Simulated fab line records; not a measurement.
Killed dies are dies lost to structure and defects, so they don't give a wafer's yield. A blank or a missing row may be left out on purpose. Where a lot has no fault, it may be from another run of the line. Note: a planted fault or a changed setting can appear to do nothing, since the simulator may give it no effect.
Code-filled problem report in 8D (eight disciplines) form :: flow n5 finfet :: the parts of the form that need people (team, actions taken, sign-off) are left out

== 1. PROBLEM STATEMENT ==
At N5_BEOL_M0_CO_CAP_123, run length s averages 80.6 s over 2 wafers from 2 lots, while fault-free wafers read 124.5 s, standard deviation 0.38. That is -99 or more standard deviations from the usual mean.
The step: material Co, precursor CCTBA/H2, target thk 2 nm, time 102.1 s.
First observed at day 11 02:48: wafer L315.3, on cvd co-02. The record has a number at this step for 27 wafers belonging to 10 lots. By rule, "out" or "out of limits" means more than 4 standard deviations away from the usual mean. Any other wafer with a number is counted as sound.

== 2. WHAT IT IS; WHAT IT IS NOT ==
question: which readings at this step
is: run length s
is not: heater power w

question: which lots
is: L315, L318
is not: L296, L298, L300, L304, L305, L307, L309, L319

question: which wafers of those lots
is: L315.3, L318.3
is not: L315.4, L318.1

question: read on which tools
is: cvd co-02
is not: cvd co-01

question: when
is: from day 11 02:48
is not: up to then (21 sound wafers); but 4 sound wafers of L318, L319 came after

== 3. SUSPECTS, AND WHAT RULES EACH OUT ==
Counting: if a tool at a process step up to the reading ran every lot that is out, it stays a suspect. Sound lots after the first of them don't rule it out here, since some wafers of a struck lot are sound.
- cvd co-02 at N5_BEOL_M0_CO_CAP_123 (material Co, precursor CCTBA/H2, target thk 2 nm, time 102.1 s): kept. It ran every lot that is out, first L315 (day 11 02:48); its last sound lot up to then is L307 (day 8 17:09). On those wafers its own readings are out: run length s.
- Within cvd co-02 at N5_BEOL_M0_CO_CAP_123, the wafers that are out were processed in chamber 0 and their sound lot-mates in chamber 2.
After counting, what remains is cvd co-02 at N5_BEOL_M0_CO_CAP_123.

== 4. THE CAUSE (what the simulator had put in) ==
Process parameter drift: cvd co-02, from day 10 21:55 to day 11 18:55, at N5_BEOL_M0_CO_CAP_123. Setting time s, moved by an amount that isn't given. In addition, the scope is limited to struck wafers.
Counting left only this tool.

== 5. THE CHAIN OF EFFECTS, in route order ==
Rows list readings where the struck wafers' mean (over those with a number) sits beyond 3 standard deviations from the usual. Scope: only readings with a usual standard deviation given in the record; hours: median across lots of the time from each lot's start at the first step in this table that gives one to its start at this step; sigmas: change in usual standard deviations.
hours: 0
step: N5_BEOL_M0_CO_CAP_123
reading: run length s
usual: 124.5 s
on struck wafers: 80.6
change: -43.9
sigmas: -99 or more
Its process steps:
- N5_BEOL_M0_CO_CAP_123: material Co, precursor CCTBA/H2, target thk 2 nm, time 102.1 s.
Later measuring or inspecting steps at which every struck wafer that the step has a row for has a number for every such reading, and none has moved that far: N5_BEOL_M4_RC_MEAS_101.

== 6. WHAT WOULD HAVE CAUGHT IT SOONER ==
In this record no reading fell out of limits until day 11 02:48, 5 hours after the fault had begun at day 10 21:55.
